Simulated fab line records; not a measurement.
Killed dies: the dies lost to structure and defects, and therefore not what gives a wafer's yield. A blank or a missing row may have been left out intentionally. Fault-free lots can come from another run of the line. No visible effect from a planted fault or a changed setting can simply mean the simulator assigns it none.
Which tool is to blame? + flow nandHarc + 13 lots with 39 wafers sampled at 5 steps, on a route of 1302 steps

## WHAT THE GAUGES READ, wafer by wafer
NHARC_THIN_TSV_THK_MEAS_02: measures by ir.
| lot  | measured     | on           | thkNm (nm)     |
|------|--------------|--------------|----------------|
| L936 | day 22 22:43 | filmMetro-02 | 3199 2785 3270 |
| L937 | day 24 08:43 | filmMetro-02 | 3043 3140 2839 |
| L938 | day 24 06:21 | filmMetro-02 | 3054 3218 3543 |
| L939 | day 24 07:32 | filmMetro-02 | 2469 3047 2892 |
| L940 | day 25 05:35 | filmMetro-02 | 2987 2786 3128 |
| L942 | day 26 00:07 | filmMetro-02 | 3188 3001 2835 |
| L944 | day 26 20:28 | filmMetro-01 | 2790 2677 2734 |
| L945 | day 27 11:11 | filmMetro-01 | 3061           |
| L947 | day 28 03:18 | filmMetro-01 | 3223 3235      |
| L954 | day 31 14:34 | filmMetro-01 | 2957 2999 3077 |
| L955 | day 31 06:47 | filmMetro-01 | 2685 2750 2781 |
| L957 | day 32 01:29 | filmMetro-01 | 3053 2969 2879 |
| L959 | day 33 08:22 | filmMetro-02 | 3176 3030 3110 |

NHARC_THIN_TSV_CD_MEAS_16.
| lot  | measured     | on       | cdNm (nm)            |
|------|--------------|----------|----------------------|
| L936 | day 23 00:37 | cdSem-01 | 1000.1 1000.3 1000.6 |
| L937 | day 24 10:36 | cdSem-03 | 999.1 1000.5 999.2   |
| L938 | day 24 08:23 | cdSem-02 | 1000.3 996.5 1005.0  |
| L939 | day 24 09:33 | cdSem-01 | 999.3 1003.8 1000.0  |
| L940 | day 25 07:28 | cdSem-02 | 1002.6 1003.3 1000.0 |
| L942 | day 26 02:08 | cdSem-02 | 997.9 1001.1 1001.7  |
| L944 | day 26 22:23 | cdSem-01 | 1003.3 1001.9 1001.6 |
| L945 | day 27 13:14 | cdSem-02 | 999.9                |
| L947 | day 28 05:19 | cdSem-01 | 1001.0 1000.7        |
| L954 | day 31 16:35 | cdSem-02 | 999.6 999.7 997.8    |
| L955 | day 31 08:47 | cdSem-01 | 998.2 999.3 999.6    |
| L957 | day 32 03:31 | cdSem-03 | 1002.6 1003.5 1001.6 |
| L959 | day 33 10:23 | cdSem-01 | 1000.0 1002.4 1001.9 |

NHARC_END_SORT_01.
| lot  | measured     | on        | defectLimitedYield (%) | killedAtArray | killedAtOther | killedAtPeriphery | killedDies | killedOpen | killedShort | sort_bin_2_pct (%) | sort_bin_3_pct (%) | sort_bin_4_pct (%) | sortNPass   | sortRimYieldPct (%) | sortYieldPct (%) |
|------|--------------|-----------|------------------------|---------------|---------------|-------------------|------------|------------|-------------|--------------------|--------------------|--------------------|-------------|---------------------|------------------|
| L936 | day 23 15:38 | prober-02 | 93.4 94.5 91.1         | 41 36 59      | 0 0 0         | 4 1 1             | 45 37 60   | 7 1 3      | 3 1 5       | 3.7 2.7 3.1        | 0.6 0.3 0.7        | 2.4 2.5 5.0        | 632 640 617 | 89 91 90            | 93.4 94.5 91.1   |
| L945 | day 28 03:56 | prober-01 | 91.7 0 0               | 52 56 61      | 0 0 0         | 4 621 616         | 56 677 677 | 3 2 1      | 4 1 2       | 2.8 94.4 93.5      | 0.7 0.6 0.4        | 4.7 5.0 6.1        | 621 0 0     | 90 0 0              | 91.7 0 0         |
| L947 | day 28 22:13 | prober-02 | 90.5 0 93.1            | 62 62 43      | 0 0 2         | 2 615 2           | 64 677 47  | 4 3 7      | 1 2 3       | 3.4 94.2 2.4       | 0.6 0.6 0.7        | 5.5 5.2 3.8        | 613 0 630   | 92 0 91             | 90.5 0 93.1      |
| L955 | day 31 22:53 | prober-01 | 90.5 93.8 91.7         | 60 41 56      | 0 0 0         | 4 1 0             | 64 42 56   | 4 1 1      | 3 2 3       | 2.7 2.4 2.7        | 1.3 0.4 0.7        | 5.5 3.4 4.9        | 613 635 621 | 92 91 91            | 90.5 93.8 91.7   |

## EACH LOT AND THE TOOL THAT RAN IT (in order: tool; ch and the chambers of the sampled wafers; start)
| lot  | NHARC_P_BONDPAD_PVD_27      | NHARC_THIN_TSV_PVD_19                  |
|------|-----------------------------|----------------------------------------|
| L936 | pvdSputter-03, day 6 11:33  | pvdSputter-01, day 23 15:38 or earlier |
| L937 | pvdSputter-02, day 7 02:59  | pvdSputter-01, no start                |
| L938 | pvdSputter-03, day 7 06:47  | pvdSputter-01, no start                |
| L939 | pvdSputter-01, day 7 21:24  | pvdSputter-03, no start                |
| L940 | pvdSputter-01, day 8 06:52  | pvdSputter-02, no start                |
| L942 | pvdSputter-02, day 9 03:42  | pvdSputter-03, no start                |
| L944 | pvdSputter-01, day 9 22:49  | pvdSputter-01, no start                |
| L945 | pvdSputter-01, day 10 04:38 | pvdSputter-03, day 28 03:56 or earlier |
| L947 | pvdSputter-01, day 11 05:42 | pvdSputter-01, day 28 22:13 or earlier |
| L954 | pvdSputter-01, day 14 08:22 | pvdSputter-01, no start                |
| L955 | pvdSputter-03, day 14 13:19 | pvdSputter-03, day 31 22:53 or earlier |
| L957 | pvdSputter-03, day 15 08:55 | pvdSputter-01, no start                |
| L959 | pvdSputter-01, day 16 06:19 | pvdSputter-01, no start                |
- NHARC_P_BONDPAD_PVD_27: deposits Cu, target thk 30 nm, time 20.49 s.
- NHARC_THIN_TSV_PVD_19: deposits TaN, target thk 20 nm.

## AS READ BY THE TOOLS THEMSELVES (means over the sampled wafers that have a number; for cases with no such wafer, the mark the record gives instead)
NHARC_P_BONDPAD_PVD_27.
| lot  | tool          | throttleValvePct (%) |
|------|---------------|----------------------|
| L936 | pvdSputter-03 | 29.6                 |
| L937 | pvdSputter-02 | 29.6                 |
| L938 | pvdSputter-03 | 30.1                 |
| L939 | pvdSputter-01 | 30.1                 |
| L940 | pvdSputter-01 | 29.7                 |
| L942 | pvdSputter-02 | 29.6                 |
| L944 | pvdSputter-01 | 30.1                 |
| L945 | pvdSputter-01 | 29.6                 |
| L947 | pvdSputter-01 | 30.5                 |
| L954 | pvdSputter-01 | 30.0                 |
| L955 | pvdSputter-03 | 29.5                 |
| L957 | pvdSputter-03 | 30.0                 |
| L959 | pvdSputter-01 | 29.7                 |

NHARC_THIN_TSV_PVD_19.
| lot  | tool          | throttleValvePct (%) |
|------|---------------|----------------------|
| L936 | pvdSputter-01 | 30.0                 |
| L937 | pvdSputter-01 | 30.2                 |
| L938 | pvdSputter-01 | 30.5                 |
| L939 | pvdSputter-03 | 29.7                 |
| L940 | pvdSputter-02 | 30.0                 |
| L942 | pvdSputter-03 | 29.5                 |
| L944 | pvdSputter-01 | 30.3                 |
| L945 | pvdSputter-03 | 29.5                 |
| L947 | pvdSputter-01 | 30.5                 |
| L954 | pvdSputter-01 | 30.4                 |
| L955 | pvdSputter-03 | 29.9                 |
| L957 | pvdSputter-01 | 30.0                 |
| L959 | pvdSputter-01 | 30.1                 |

## THE ANSWER, worked out from the rows above alone
Rule: what is usual is taken from the lots themselves. The widest of any qualifying gaps counts: lots, ordered by their means at a reading, are off when they make up no more than a third of the lots, leave a main group of 4 or more, and stand apart from it by 3 or more times the standard deviation of that group's means. A main group is skipped when, at the precision printed for the reading in the tables above, its means are all equal. Also off: a lot with no number at a reading for which 4 or more lots have one. Any other lot the step has rows for is counted as sound. The gauges are gone through in route order, then the tools' own readings, and for those a lot's mean is taken as printed above. The first step at which some lot is off is used, and at that step the reading that is off furthest; a lot without a number counts as furthest.
Across all readings shown, no lot is off: no conclusion can be drawn from this.

## WHAT THE SIMULATOR PUT IN
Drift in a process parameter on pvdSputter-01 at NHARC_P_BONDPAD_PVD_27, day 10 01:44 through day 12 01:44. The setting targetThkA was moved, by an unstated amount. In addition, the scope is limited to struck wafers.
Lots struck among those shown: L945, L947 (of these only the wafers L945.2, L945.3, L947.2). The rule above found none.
